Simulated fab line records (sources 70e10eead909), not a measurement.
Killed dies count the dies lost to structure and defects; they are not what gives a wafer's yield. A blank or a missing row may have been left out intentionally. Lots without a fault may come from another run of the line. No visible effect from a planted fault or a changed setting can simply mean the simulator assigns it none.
fab line records	flow nandHarc
record lots=5	wafers=15	lastDay=31
route steps=1302 shown P_M0@280 P_M1@285 END@1302
lots untouched by any fault: they come from a run of this same line in which no faults occurred
startH: the number of hours between the record's first day and the start of the first shown wafer of the lot	waitH: how many hours have passed since the lot's step before this one	" identical to the entry in the row above	L1.1+2: a row that stands for several wafers	- no value present, or no start provided	* or withheld: withheld	< > ~ a bound
route shown NAME@n: a module of which the file shows steps, and the number in the route of the first	usual: average and standard deviation across the fault-free wafers	same: alike in all rows	chamber/n: place in a boat	sites: each site's reading	_std_site: standard deviation across them	_edge_site: mean of outer sites minus mean of inner sites	radiusMm: how far each site lies from the wafer's centre	mask NAME#n: copy n	behind: the last tool/chamber to shape the wafer	hold: the reason the lot was held/the length of the hold in hours/how it ended	device: the transistor (n, p or np) that didn't switch	end of line: the same wafers' tests at the end of the route	a step without rows: its recipe alone	killed: not the wafer's yield, but the dies lost to structure and defects at the first sort	map: shows each die of a wafer: x if killed, . if not, _ if none is there
set.NAME: the setting that was run; set.NAME@STEP: the one run at that earlier step	model.NAME: the simulator's own value behind a step, which no gauge read
certain route steps with their lots: each step a table, each wafer a row
services: when a tool's chamber went out of use (startH, in hours from the record's first day, below 0 if earlier), for how many hours, and the reason
## steps
# step NHARC_P_M0_SRD_25
# step NHARC_P_M0_INSPECT_27
# usual rawDefectCount=279/97
lot.wafer	tool	chamber	startH	waitH	rawDefectCount
L284.1	defectInspect-01	-	123.23	0.0	277
L284.2	"	-	"	"	170
L284.4	"	-	"	"	201
L295.2	defectInspect-01	-	233.99	0.0	163
L295.4	"	-	"	"	150
L295.5	"	-	"	"	211
L301.4	defectInspect-02	-	299.55	0.0	313
L301.5	"	-	"	"	421
L301.6	"	-	"	"	376
L303.2	defectInspect-01	-	312.36	0.0	287
L303.4	"	-	"	"	96
L303.6	"	-	"	"	108
L304.1	defectInspect-01	-	328.90	0.0	328
L304.2	"	-	"	"	208
L304.6	"	-	"	"	271
# step NHARC_P_M0_PRE_CLEAN_31
# recipe timeS=12	tempC=370	rfPowerW=300	gas=NH3
# usual heaterPowerW=651/85	rfFwdPowerW=292.5/0.93
lot.wafer	tool	chamber	startH	waitH	heaterPowerW	rfFwdPowerW
L284.2	pecvd-02	0	123.31	0.1	527	291.8
L284.1	"	1	"	"	612	293.1
L284.4	"	2	"	"	701	291.0
L295.2	pecvd-01	1	234.06	0.1	789	292.2
L295.4	"	2	"	"	659	292.9
L295.5	"	0	"	"	642	292.8
L301.5	pecvd-01	1	299.66	0.1	746	293.2
L301.6	"	2	"	"	699	291.5
L301.4	"	0	"	"	652	293.2
L303.2	pecvd-02	2	312.44	0.1	667	290.2
L303.4	"	1	"	"	626	290.9
L303.6	"	0	"	"	535	293.4
L304.1	pecvd-02	1	328.97	0.1	628	294.1
L304.2	"	2	"	"	653	291.7
L304.6	"	1	"	"	620	294.4
# step NHARC_P_M0_DEP_32
# recipe targetThkA=300	tempC=370	targetThkNm=30	pressureTorr=3	flowSccm=200	rfW=450	material=SiCN
# usual heaterPowerW=590/80	rfFwdPowerW=449.0/1.5
lot.wafer	tool	chamber	startH	waitH	heaterPowerW	rfFwdPowerW
L284.2	pecvd-02	0	123.42	0.1	478	450.3
L284.1	"	1	"	"	515	450.2
L284.4	"	2	"	"	669	451.4
L295.2	pecvd-01	1	234.14	0.1	709	449.3
L295.4	"	2	"	"	574	449.1
L295.5	"	0	"	"	685	448.9
L301.5	pecvd-01	1	299.83	0.2	675	449.9
L301.6	"	2	"	"	545	449.2
L301.4	"	0	"	"	644	450.5
L303.2	pecvd-02	2	312.55	0.1	607	448.8
L303.4	"	1	"	"	615	449.9
L303.6	"	0	"	"	473	450.1
L304.1	pecvd-02	1	329.05	0.1	675	449.6
L304.2	"	2	"	"	654	447.5
L304.6	"	1	"	"	672	450.0
# step NHARC_P_M1_DEP_00
# recipe targetThkA=1825	targetThkNm=182.5	tempC=withheld	pressureTorr=5	flowSccm=200	rfW=600	material=SiOC
# step NHARC_P_M1_DEHYDRATE_01
# recipe tempC=150	timeS=120
# step NHARC_P_M1_HMDS_02
# recipe timeS=30
# step NHARC_P_M1_COAT_34
# recipe tempC=200	timeS=65
# step NHARC_P_M1_COAT_03
# recipe spinRpm=1500	resistThkNm=90
# step NHARC_P_M1_SOFTBAKE_04
# recipe tempC=105	timeS=55
# step NHARC_P_M1_EBR_05
# step NHARC_P_M1_EXPOSE_06
# recipe na=1.35	targetCdNm=130	doseMj=81.88	maskId=P_M1
# usual exposureDoseMJCm2=81.87/0.088	focusOffsetNm=0.1/0.56	reticleTempC=22.97/0.099
lot.wafer	tool	chamber	startH	waitH	mask	exposureDoseMJCm2	focusOffsetNm	reticleTempC
L284.1	arfiScanner-03	0	124.49	-	P_M1#0	81.79	-0.4	23.14
L284.2	"	0	"	"	P_M1#0	81.78	-1.1	23.01
L284.4	"	0	"	"	P_M1#0	81.88	-0.9	23.06
L295.2	arfiScanner-01	0	235.25	-	P_M1#0	81.00	-0.3	22.84
L295.4	"	0	"	"	P_M1#0	81.01	-0.2	23.02
L295.5	"	0	"	"	P_M1#0	81.00	0.1	23.02
L301.4	arfiScanner-01	0	300.82	-	P_M1#0	81.97	0.6	22.88
L301.5	"	0	"	"	P_M1#0	81.96	0.0	22.89
L301.6	"	0	"	"	P_M1#0	81.95	0.6	22.86
L303.2	arfiScanner-03	0	313.59	-	P_M1#0	81.77	0.9	23.08
L303.4	"	0	"	"	P_M1#0	81.73	0.5	22.84
L303.6	"	0	"	"	P_M1#0	81.82	0.4	22.86
L304.1	arfiScanner-02	0	330.14	-	P_M1#0	81.87	-0.3	22.98
L304.2	"	0	"	"	P_M1#0	81.95	-0.5	23.07
L304.6	"	0	"	"	P_M1#0	81.89	0.1	23.02
# step NHARC_P_M1_PEB_07
# recipe pebTempC=100	pebTimeS=65
# step NHARC_P_M1_DEVELOP_08
# recipe developTimeS=35	devTempC=23
# step NHARC_P_M1_CD_MEAS_09
# recipe targetCdNm=130	landingEnergyEv=500
# usual cdNm=130.2/0.64
lot.wafer	tool	chamber	startH	waitH	cdNm
L284.1	cdSem-03	0	124.63	-	130.7
L284.2	"	0	"	"	131.7
L284.4	"	0	"	"	130.1
L295.2	cdSem-03	0	235.39	-	132.7
L295.4	"	0	"	"	134.9
L295.5	"	0	"	"	134.5
L301.4	cdSem-01	0	300.95	-	131.0
L301.5	"	0	"	"	130.9
L301.6	"	0	"	"	130.6
L303.2	cdSem-02	0	313.73	-	131.0
L303.4	"	0	"	"	129.8
L303.6	"	0	"	"	129.9
L304.1	cdSem-03	0	330.28	-	130.1
L304.2	"	0	"	"	128.9
L304.6	"	0	"	"	130.1
# step NHARC_P_M1_OVL_MEAS_10
# recipe pitchNm=260
# usual overlayXNm=0.1/0.72	overlayYNm=0.1/0.65
lot.wafer	tool	chamber	startH	waitH	overlayXNm	overlayYNm
L284.1	overlay-02	-	124.72	-	-0.4	0.0
L284.2	"	-	"	"	-0.3	0.1
L284.4	"	-	"	"	-0.5	-0.5
L295.2	overlay-02	-	235.47	-	-0.1	-0.3
L295.4	"	-	"	"	1.0	-1.1
L295.5	"	-	"	"	0.6	-0.6
L301.4	overlay-02	-	301.03	-	-0.2	0.5
L301.5	"	-	"	"	0.5	0.6
L301.6	"	-	"	"	0.6	-0.1
L303.2	overlay-01	-	313.82	-	1.1	0.2
L303.4	"	-	"	"	1.1	0.6
L303.6	"	-	"	"	1.2	0.3
L304.1	overlay-02	-	330.37	-	-0.1	0.4
L304.2	"	-	"	"	-0.5	0.1
L304.6	"	-	"	"	-0.2	-0.4
# step NHARC_P_M1_INSPECT_11
# usual rawDefectCount=4.5/2.7
lot.wafer	tool	chamber	startH	waitH	rawDefectCount
L284.1	defectInspect-01	-	124.76	0.0	3
L284.2	"	-	"	"	5
L284.4	"	-	"	"	2
L295.2	defectInspect-01	-	235.51	0.0	9
L295.4	"	-	"	"	11
L295.5	"	-	"	"	10
L301.4	defectInspect-01	-	301.07	0.0	6
L301.5	"	-	"	"	6
L301.6	"	-	"	"	2
L303.2	defectInspect-02	-	313.85	0.0	4
L303.4	"	-	"	"	2
L303.6	"	-	"	"	1
L304.1	defectInspect-02	-	330.41	0.0	6
L304.2	"	-	"	"	8
L304.6	"	-	"	"	4
# step NHARC_P_M1_DESCUM_14
# recipe timeS=3	o2FlowSccm=200	arFlowSccm=0	biasPowerW=0	chemistry=O2
# usual drypumpMotorCurrentA=5.7/0.41	o2FlowSccm=199.9/0.61	oesProductAu=1.000/0.013	rfVppV=57.7/0.95	showerheadPlenumPTorr=1.88/0.065	throttleValvePct=11.311/0.0077
# same biasPowerW=0
lot.wafer	tool	chamber	startH	waitH	drypumpMotorCurrentA	o2FlowSccm	oesProductAu	rfHoursCounterH	rfVppV	showerheadPlenumPTorr	throttleValvePct	model.P_M1.cdNm
L284.4	rieDiel-03	3	124.82	0.1	6.1	201.3	1.001	0.5	58.3	1.81	11.303	129.6
L284.1	"	0	"	"	5.8	200.0	1.011	0.4	57.1	1.82	11.316	130.7
L284.2	"	1	"	"	5.7	200.1	0.994	0.5	58.7	1.99	11.296	131.4
L295.2	rieDiel-11	0	235.59	0.1	5.4	200.3	1.028	6.8	55.8	1.80	11.300	132.4
L295.4	"	1	"	"	5.2	200.2	1.008	7.0	55.9	1.91	11.314	136.5
L295.5	"	3	"	"	6.3	199.9	1.019	-	57.7	1.96	11.319	134.3
L301.4	rieDiel-11	3	301.15	0.1	6.3	199.6	1.015	3.7	57.4	1.96	11.302	132.2
L301.6	"	1	"	"	5.2	198.7	1.000	-	57.5	1.91	11.302	131.8
L301.5	"	2	"	"	5.8	199.7	1.004	-	56.8	1.89	11.306	131.2
L303.4	rieDiel-11	2	313.92	0.1	5.7	199.5	0.991	3.0	57.9	1.89	11.300	129.7
L303.2	"	0	"	"	5.4	199.5	1.014	4.5	55.8	1.80	11.323	131.8
L303.6	"	3	"	"	6.3	199.7	1.013	-	58.3	1.96	11.306	131
L304.2	rieDiel-03	0	330.49	0.1	5.7	200.2	1.008	3.9	55.4	1.82	11.315	128.4
L304.1	"	1	"	"	5.7	200.5	0.986	4.3	58.9	1.99	11.312	131
L304.6	"	2	"	"	5.0	200.3	1.004	-	57.9	1.87	11.311	129.9
# step NHARC_P_M1_ETCH_35
# recipe targetDepthA=400	overetchA=120	timeS=43.94	ionEnergyEv=200	n2FlowSccm=150	h2FlowSccm=150	arFlowSccm=0	rfW=400	biasW=150	chemistry=N2/H2
# usual drypumpMotorCurrentA=5.7/0.4	n2FlowSccm=150.0/0.48	oesProductAu=1.000/0.013	rfFwdPowerW=394.9/2.1	rfVppV=429.2/2.2	showerheadPlenumPTorr=2.00/0.072	throttleValvePct=14.170/0.0097
lot.wafer	tool	chamber	startH	waitH	drypumpMotorCurrentA	n2FlowSccm	oesProductAu	rfFwdPowerW	rfHoursCounterH	rfVppV	showerheadPlenumPTorr	throttleValvePct
L284.1	rieDiel-03	2	124.90	0.1	5.0	149.7	1.002	395.8	0.6	428.2	2.00	14.170
L284.4	"	3	"	"	6.1	150.0	1.005	393.9	0.5	427.0	1.93	14.173
L284.2	"	1	"	"	5.8	150.5	1.006	394.7	0.5	433.1	2.13	14.164
L295.4	rieDiel-11	2	235.66	0.1	5.8	150.1	0.985	395.9	8.6	431.6	2.01	14.167
L295.2	"	0	"	"	5.4	149.5	1.020	393.1	6.8	427.4	1.92	14.172
L295.5	"	1	"	"	5.2	151.6	1.011	394.6	-	428.8	2.04	14.172
L301.4	rieDiel-11	1	301.23	0.1	5.2	149.8	0.995	395.9	2.7	431.6	2.03	14.168
L301.6	"	3	"	"	6.2	150.5	1.026	393.1	-	431.8	2.09	14.158
L301.5	"	0	"	"	5.4	149.0	1.005	394.8	-	428.5	1.91	14.166
L303.4	rieDiel-11	1	314.01	0.1	5.2	150.5	0.996	396.0	3.6	430.3	2.03	14.148
L303.2	"	2	"	"	5.8	149.7	1.001	394.9	3.0	431.1	2.01	14.175
L303.6	"	0	"	"	5.4	150.1	0.999	394.0	-	426.5	1.91	14.152
L304.2	rieDiel-03	0	330.56	0.1	5.7	149.9	1.006	397.0	3.9	427.2	1.93	14.154
L304.1	"	1	"	"	5.7	149.5	0.993	395.4	4.3	431.6	2.12	14.172
L304.6	"	3	"	"	6.1	150.3	1.005	394.0	-	426.8	1.92	14.169
# step NHARC_P_M1_ETCH_15
# recipe targetDepthA=1825	timeS=91.2	c4f8FlowSccm=withheld	arFlowSccm=400	rfW=600	biasW=300	chemistry=C4F8/Ar
# usual oesProductAu=0.952/0.024	rfFwdPowerW=595.7/2.1	rfVppV=439.8/2.2
lot.wafer	tool	chamber	startH	waitH	oesProductAu	rfFwdPowerW	rfHoursCounterH	rfVppV
L284.4	rieDiel-03	2	-	-	0.979	597.0	0.6	441.1
L284.2	"	0	"	"	0.964	595.0	0.4	437.0
L284.1	"	1	"	"	0.958	594.1	0.5	442.8
L295.2	rieDiel-11	1	-	-	0.933	596.4	7.0	441.6
L295.4	"	0	"	"	0.957	592.5	6.8	439.3
L295.5	"	1	"	"	0.937	596.3	-	438.5
L301.4	rieDiel-11	0	-	-	0.982	592.1	3.7	438.0
L301.5	"	1	"	"	0.957	594.1	-	441.4
L301.6	"	2	"	"	0.958	598.8	-	439.6
L303.2	rieDiel-11	1	-	-	0.925	600.2	3.7	441.5
L303.4	"	0	"	"	0.938	592.8	4.5	436.4
L303.6	"	2	"	"	0.919	598.8	-	439.4
L304.2	rieDiel-03	1	-	-	0.958	598.1	4.4	443.0
L304.1	"	2	"	"	0.967	595.1	4.4	438.9
L304.6	"	0	"	"	0.981	595.4	-	437.4
# step NHARC_P_M1_CD_MEAS_16
# usual cdNm=130.4/1
lot.wafer	tool	chamber	startH	waitH	cdNm
L284.1	cdSem-01	-	125.12	-	130.2
L284.2	"	-	"	"	130.9
L284.4	"	-	"	"	130.1
L295.2	cdSem-01	-	235.88	-	133.2
L295.4	"	-	"	"	135.9
L295.5	"	-	"	"	134.6
L301.4	cdSem-03	-	301.44	-	132.0
L301.5	"	-	"	"	131.9
L301.6	"	-	"	"	132.5
L303.2	cdSem-03	-	314.22	-	131.2
L303.4	"	-	"	"	129.0
L303.6	"	-	"	"	131.6
L304.1	cdSem-01	-	330.77	-	130.4
L304.2	"	-	"	"	128.0
L304.6	"	-	"	"	129.9
# step NHARC_P_M1_STRIP_18
# recipe powerW=1000	n2FlowSccm=150	h2FlowSccm=150	arFlowSccm=0	biasW=0	chemistry=N2/H2
# usual drypumpMotorCurrentA=5.7/0.4	n2FlowSccm=150.0/0.45	oesProductAu=1.002/0.011	rfFwdPowerW=997/3.1	rfVppV=90.4/0.87	showerheadPlenumPTorr=2.02/0.077	throttleValvePct=14.172/0.0092
lot.wafer	tool	chamber	startH	waitH	drypumpMotorCurrentA	n2FlowSccm	oesProductAu	rfFwdPowerW	rfHoursCounterH	rfVppV	showerheadPlenumPTorr	throttleValvePct
L284.1	rieDiel-04	1	125.22	0.1	5.6	149.9	0.997	999	32	90.5	2.12	14.162
L284.4	"	2	"	"	6.2	149.6	1.014	996	35	91.2	2.19	14.171
L284.2	"	3	"	"	5.6	150.1	1.011	993	32	90.9	2.04	14.170
L295.2	rieDiel-03	2	236.02	0.1	5.0	149.7	0.984	993	9	88.9	1.99	14.161
L295.4	"	0	"	"	5.8	150.6	0.992	1000	-	90.1	1.94	14.174
L295.5	"	2	"	"	5.0	150.3	1.007	1002	-	90.6	1.99	14.174
L301.4	rieDiel-11	3	301.53	0.1	6.3	150.1	1.009	994	4	89.6	2.09	14.159
L301.6	"	2	"	"	5.8	150.0	1.002	998	-	90.2	2.01	14.171
L301.5	"	3	"	"	6.3	149.3	1.010	993	-	91.1	2.09	14.171
L303.4	rieDiel-03	3	314.32	0.1	6.1	149.2	1.001	996	2	88.9	1.92	14.183
L303.2	"	1	"	"	5.8	150.5	0.986	998	3	89.8	2.12	14.176
L303.6	"	3	"	"	6.1	148.7	0.999	997	-	89.4	1.92	14.163
L304.1	rieDiel-11	0	330.87	0.1	5.4	150.0	1.016	996	6	89.3	1.91	14.173
L304.2	"	2	"	"	5.8	150.2	0.991	1002	5	91.0	2.01	14.168
L304.6	"	0	"	"	5.4	149.8	1.004	994	-	89.8	1.91	14.176
# step NHARC_P_M1_ETCH_28
# recipe targetDepthA=300	overEtchFrac=0.3	timeS=72.99	ionEnergyEv=150	cf4FlowSccm=50	n2FlowSccm=100	arFlowSccm=150	rfW=300	biasW=100	chemistry=CF4/N2
# usual drypumpMotorCurrentA=5.7/0.39	n2FlowSccm=100.03/0.29	oesProductAu=1.003/0.012	rfFwdPowerW=297.4/1.2	rfVppV=313.6/1.8	showerheadPlenumPTorr=2.60/0.09	throttleValvePct=19.794/0.0097
lot.wafer	tool	chamber	startH	waitH	drypumpMotorCurrentA	n2FlowSccm	oesProductAu	rfFwdPowerW	rfHoursCounterH	rfVppV	showerheadPlenumPTorr	throttleValvePct	model.P_M1.cdNm
L284.1	rieDiel-04	3	-	-	5.6	99.87	1.009	297.6	32	313.2	2.63	19.803	130.4
L284.4	"	0	"	"	6.0	99.99	1.021	299.3	29	313.9	2.67	19.779	131
L284.2	"	1	"	"	5.6	100.08	0.992	298.3	32	316.0	2.72	19.801	131.6
L295.2	rieDiel-03	0	-	-	5.8	99.76	0.996	298.4	9	312.4	2.50	19.808	132.8
L295.5	"	0	"	"	5.7	100.07	0.996	298.2	-	311.2	2.50	19.804	134.5
L295.4	"	1	"	"	5.8	99.68	0.985	297.8	-	314.6	2.73	19.788	136.4
L301.4	rieDiel-11	1	-	-	5.2	99.97	0.996	297.1	3	314.2	2.62	19.784	132
L301.6	"	1	"	"	5.2	99.63	1.001	297.0	-	315.0	2.62	19.791	132.2
L301.5	"	2	"	"	5.7	99.31	1.000	299.6	-	313.5	2.59	19.793	132.7
L303.2	rieDiel-03	2	-	-	5.0	99.92	1.007	297.8	3	314.1	2.57	19.792	131.5
L303.4	"	3	"	"	6.1	100.37	1.011	296.7	3	312.0	2.49	19.787	129.1
L303.6	"	1	"	"	5.8	99.92	0.990	294.8	-	315.2	2.72	19.784	131.3
L304.1	rieDiel-11	1	-	-	5.2	99.69	1.008	296.6	5	313.1	2.62	19.789	130
L304.2	"	2	"	"	5.8	99.26	0.995	298.2	5	312.1	2.59	19.790	128.5
L304.6	"	0	"	"	5.4	100.18	1.015	296.8	-	310.4	2.48	19.800	130.3
# step NHARC_P_M1_STRIP_19
# recipe timeS=600	tempC=30	chemistry=postEtchResidueRemover
# step NHARC_END_SORT_01
# recipe tempC=25
# usual defectLimitedYield=91.6/2.8	killedAtArray=52/19	killedAtOther=1.0/1.2	killedAtPeriphery=4.1/2.8	killedDies=57/19	killedOpen=3.1/1.7	killedShort=2.5/1.5	sort_bin_2_pct=3.0/1.2	sort_bin_3_pct=0.6/0.36	sort_bin_4_pct=4.9/1.6	sortNPass=620/19	sortRimYieldPct=91/5	sortYieldPct=91.6/2.8
# same grossDies=677	sort_bin_5_pct[%]=0	sort_bin_6_pct[%]=0	sort_bin_7_pct[%]=0	sort_bin_8_pct[%]=0	sortRimNGross=106.00
lot.wafer	tool	chamber	startH	waitH	defectLimitedYield[%]	killedAtArray	killedAtOther	killedAtPeriphery	killedDies	killedOpen	killedShort	sort_bin_2_pct[%]	sort_bin_3_pct[%]	sort_bin_4_pct[%]	sortNPass	sortRimYieldPct[%]	sortYieldPct[%]
L284.1	prober-01	0	549.19	2.5	85.7	90	1	6	97	4	5	5.2	1.2	8.0	580	81	85.7
L284.2	prober-01	0	550.00	2.8	84.2	103	2	2	107	3	5	5.8	1.3	8.7	570	89	84.2
L284.4	prober-01	0	551.62	3.4	84.8	96	0	7	103	2	2	5.6	0.9	8.7	574	85	84.8
L295.2	prober-02	0	675.72	2.8	87.6	71	5	8	84	2	2	4.4	1.0	6.9	593	91	87.6
L295.4	prober-02	0	677.33	3.4	92.0	45	0	9	54	2	1	3.0	0.6	4.4	623	87	92.0
L295.5	prober-02	0	678.14	3.7	90.1	62	0	5	67	3	3	3.2	0.3	6.4	610	92	90.1
# killed by level:class
L284.1 A_CHANNEL_HOLE_D1:chamberFilmFlake=38 A_CHANNEL_HOLE_D2:chamberFilmFlake=21 A_SLIT:chamberFilmFlake=11 A_STAIRCASE:chamberFilmFlake=8 A_CHANNEL_FILL_D2:chamberFilmFlake=5 P_M2:chamberFilmFlake=2 P_M0:geometricParticle:short=1 P_M1:geometricParticle:open=1
L284.2 A_CHANNEL_HOLE_D2:chamberFilmFlake=35 A_SLIT:chamberFilmFlake=20 A_CHANNEL_HOLE_D1:chamberFilmFlake=19 A_STAIRCASE:chamberFilmFlake=8 A_CHANNEL_FILL_D2:chamberFilmFlake=7 A_M0:chamberFilmFlake=3 A_ONON_D1:geometricParticle:short=1 A_CHANNEL_FILL_D1:geometricParticle:open=1
L284.4 A_SLIT:chamberFilmFlake=31 A_CHANNEL_HOLE_D2:chamberFilmFlake=28 A_CHANNEL_HOLE_D1:chamberFilmFlake=22 A_STAIRCASE:chamberFilmFlake=7 A_CONTACT:chamberFilmFlake=3 P_GATE:chamberFilmFlake=2 P_M1:chamberFilmFlake=2 P_M2:chamberFilmFlake=2
L295.2 A_SLIT:chamberFilmFlake=37 A_CHANNEL_HOLE_D1:chamberFilmFlake=11 A_CHANNEL_HOLE_D2:chamberFilmFlake=10 A_STAIRCASE:chamberFilmFlake=8 P_CONTACT:chamberFilmFlake=6 HYBRID_BOND:chamberFilmFlake=4 A_SOURCE_PLATE:geometricParticle:open=2 A_CONTACT:chamberFilmFlake=2
L295.4 A_CHANNEL_HOLE_D1:chamberFilmFlake=13 A_SLIT:chamberFilmFlake=10 A_CONTACT:chamberFilmFlake=7 A_CHANNEL_HOLE_D2:chamberFilmFlake=6 P_CONTACT:chamberFilmFlake=5 A_STAIRCASE:chamberFilmFlake=5 A_CHANNEL_HOLE_D2:unspecified=2 P_CONTACT:geometricParticle:open=1
L295.5 A_SLIT:chamberFilmFlake=37 A_STAIRCASE:chamberFilmFlake=6 A_CHANNEL_HOLE_D2:chamberFilmFlake=5 P_CONTACT:chamberFilmFlake=4 A_CHANNEL_HOLE_D1:chamberFilmFlake=4 A_CHANNEL_HOLE_D2:unspecified=2 A_CONTACT:chamberFilmFlake=2 A_SOURCE_PLATE:geometricParticle:open=1
## services
tool	chamber	startH	hours	kind
rieDiel-11	1	102.02	4.7	repair
rieDiel-03	-	104.30	9.0	pm
rieDiel-04	-	110.16	0.6	repair
arfiScanner-03	-	113.94	7.5	repair
rieDiel-03	1	116.74	4.8	repair
pecvd-01	-	130.40	13.0	pm
rieDiel-03	3	140.03	1.7	repair
rieDiel-11	-	147.42	2.5	repair
arfiScanner-01	-	174.70	6.6	repair
rieDiel-03	-	176.73	0.3	repair
rieDiel-04	-	177.90	9.0	pm
arfiScanner-03	-	196.00	4.0	pm
pecvd-02	-	202.37	0.9	repair
arfiScanner-03	-	207.99	4.1	repair
arfiScanner-03	-	216.42	6.1	repair
arfiScanner-03	-	223.90	1.0	repair
pecvd-02	-	227.29	13.0	pm
rieDiel-03	3	233.74	10.9	repair
rieDiel-11	-	255.56	9.0	pm
rieDiel-03	-	281.32	9.0	pm
pecvd-02	2	297.35	2.5	repair
rieDiel-11	2	303.69	10.1	repair
pecvd-01	-	311.40	13.0	pm
rieDiel-03	2	311.91	2.2	repair
## key
firstSign step=NHARC_P_M1_EXPOSE_06	reading=exposureDoseMJCm2	direction=down	sigmas=9.9	usual=81.87	struck=81.00
effect step=NHARC_P_M1_CD_MEAS_09	reading=cdNm	direction=up	sigmas=6	usual=130.2	struck=134.0	through=controlLoop
effect step=NHARC_P_M1_CD_MEAS_16	reading=cdNm	direction=up	sigmas=4.1	usual=130.4	struck=134.5	through=controlLoop
modelEffect step=NHARC_P_M1_DESCUM_14	value=P_M1.cdNm	without=130	struck=134.4
modelEffect step=NHARC_P_M1_ETCH_28	value=P_M1.cdNm	without=130.2	struck=134.6
metAt NHARC_P_M1_EXPOSE_06
struckWafers L295.2,L295.4,L295.5
loopTrim step=NHARC_P_M1_EXPOSE_06	setting=dose	lots=L295
fault kind=processParameterDrift	tool=arfiScanner-01	chamber=-	onsetH=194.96	steps=NHARC_P_M1_EXPOSE_06	channel=focusNm	offset=64.814	spreadByWafer=0.3	shape=step	endH=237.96
# loopTrim: a control loop set the setting to another value than it would have without faults
